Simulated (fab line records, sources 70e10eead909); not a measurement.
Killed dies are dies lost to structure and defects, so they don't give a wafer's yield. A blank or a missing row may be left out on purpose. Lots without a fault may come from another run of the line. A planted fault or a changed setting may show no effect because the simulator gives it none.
Which tool did it? | flow nand_harc | 24 lots, 72 wafers sampled, at 2 steps of a route of 1302

WHAT THE GAUGES READ, wafer by wafer
NHARC_P_CONTACT_INSPECT_27. Usual: raw_defect_count 319, standard deviation 120.
lot  | measured     | on                | raw_defect_count | flag
L074 | day 6 10:42  | defect_inspect-02 | 221 149 352      |
L075 | day 6 11:34  | defect_inspect-02 | 370 285 194      |
L076 | day 7 05:55  | defect_inspect-02 | 190 315 333      |
L078 | day 7 19:13  | defect_inspect-01 | 326 271 171      |
L077 | day 7 19:22  | defect_inspect-02 | 386 326 246      |
L079 | day 8 08:05  | defect_inspect-01 | 241 291 216      |
L081 | day 8 21:04  | defect_inspect-02 | 414 280 297      |
L080 | day 8 23:35  | defect_inspect-02 | 337 506 171      |
L082 | day 9 12:50  | defect_inspect-02 | 236 225 558      |
L083 | day 9 19:04  | defect_inspect-02 | 190 331 433      |
L084 | day 10 13:24 | defect_inspect-02 | 406 667 284      |
L085 | day 10 20:05 | defect_inspect-01 | 572 346 239      |
L086 | day 10 20:29 | defect_inspect-01 | 220 125 136      |
L087 | day 11 22:35 | defect_inspect-02 | 490 266 350      |
L088 | day 11 23:37 | defect_inspect-02 | 401 286 391      |
L089 | day 12 03:46 | defect_inspect-02 | 306 145 193      |
L090 | day 12 19:56 | defect_inspect-02 | 219 242 138      |
L091 | day 13 05:51 | defect_inspect-01 | 457 711 589      |
L092 | day 14 02:38 | defect_inspect-02 | 292 214 168      |
L093 | day 14 06:45 | defect_inspect-02 | 322 189 256      |
L094 | day 14 10:23 | defect_inspect-01 | 161 311 174      |
L095 | day 15 01:28 | defect_inspect-02 | 256 573 423      |
L096 | day 15 05:56 | defect_inspect-02 | 459 431 304      |
L097 | day 15 10:28 | defect_inspect-01 | 478 481 235      |

NHARC_P_M0_OVL_MEAS_10: pitch 180 nm. Usual: overlay_x_nm 0.1 nm, standard deviation 0.71; overlay_y_nm -0.2 nm, standard deviation 0.92.
lot  | measured     | on         | overlay_x_nm (nm) | overlay_y_nm (nm) | flag
L074 | day 6 11:41  | overlay-01 | 0.2 0.4 0.4       | -1.4 -1.5 -1.2    |
L075 | day 6 12:34  | overlay-01 | 1.2 0.5 0.7       | -0.9 -1.0 -0.6    |
L076 | day 7 06:55  | overlay-02 | -0.1 -0.2 0.3     | -0.1 0.4 0.2      |
L078 | day 7 20:13  | overlay-01 | 0.6 0.7 0.8       | 0.1 0.1 0.4       |
L077 | day 7 20:22  | overlay-02 | 0.8 0.4 0.2       | -0.7 -1.0 -1.1    |
L079 | day 8 09:04  | overlay-01 | -1.6 -1.7 -1.7    | -0.8 -1.2 -0.8    |
L081 | day 8 22:04  | overlay-02 | 0.0 -1.0 -0.4     | 1.9 2.1 2.0       |
L080 | day 9 00:27  | overlay-01 | 0.4 0.7 1.1       | 1.4 1.0 1.2       |
L082 | day 9 13:50  | overlay-02 | 0.1 0.4 -0.2      | -0.2 0.0 -0.2     |
L083 | day 9 20:04  | overlay-01 | 1.0 0.2 0.7       | -0.1 -0.5 -0.2    |
L084 | day 10 14:31 | overlay-01 | -0.9 -0.3 -0.5    | -0.4 -0.4 -0.9    |
L085 | day 10 21:04 | overlay-02 | -0.5 -0.5 0.2     | 1.0 0.7 1.1       |
L086 | day 10 21:29 | overlay-01 | -0.4 0.0 0.0      | -1.3 -1.5 -1.0    |
L087 | day 11 23:34 | overlay-01 | 0.9 0.9 0.2       | 0.3 0.6 0.5       |
L088 | day 12 00:36 | overlay-02 | -0.1 -0.4 0.3     | 0.9 1.6 1.3       |
L089 | day 12 04:44 | overlay-02 | 0.2 0.7 0.5       | 0.0 0.0 0.1       |
L090 | day 12 20:49 | overlay-02 | -1.6 -1.1 -1.2    | -1.6 -1.8 -1.7    |
L091 | day 13 06:43 | overlay-01 | 0.2 -0.3 -0.4     | -0.6 -0.8 -0.4    |
L092 | day 14 03:38 | overlay-01 | 0.6 0.6 0.3       | 0.4 0.3 0.0       |
L093 | day 14 07:55 | overlay-02 | 0.3 0.5 0.7       | -1.0 -0.9 -1.1    |
L094 | day 14 11:22 | overlay-01 | 1.3 0.7 0.7       | -0.8 -0.9 -0.9    |
L095 | day 15 02:36 | overlay-02 | 1.7 1.2 1.1       | 0.3 0.2 0.5       |
L096 | day 15 06:55 | overlay-01 | -0.2 -1.0 -0.4    | -0.4 -1.2 -0.4    |
L097 | day 15 11:27 | overlay-02 | 0.0 -0.2 0.0      | -1.3 -0.7 -0.8    |

WHICH TOOL RAN EACH LOT (tool, then ch and the chambers of the sampled wafers, then the start)
The record holds no process step before these readings.

WHAT THE TOOLS THEMSELVES READ (means of the sampled wafers that have a number; where no wafer has one, the mark that the record gives instead)
The record holds no such reading with a usual standard deviation.

THE ANSWER, worked out from the rows above alone
Rule: a lot is off if the mean of its wafers that have a number lies more than 3 standard deviations from the usual mean. A lot without any number at a reading at which 4 lots or more have one is off too. The other lots that the step has rows for count as sound. The gauges are gone through in route order, then the tools' own readings, and for those a lot's mean is taken as printed above. The first step at which some lot is off is used, and at that step the reading that is off furthest; a lot without a number counts as furthest.
No lot is off at any reading shown: from this, nothing can be told.

WHAT THE SIMULATOR HAD PUT IN
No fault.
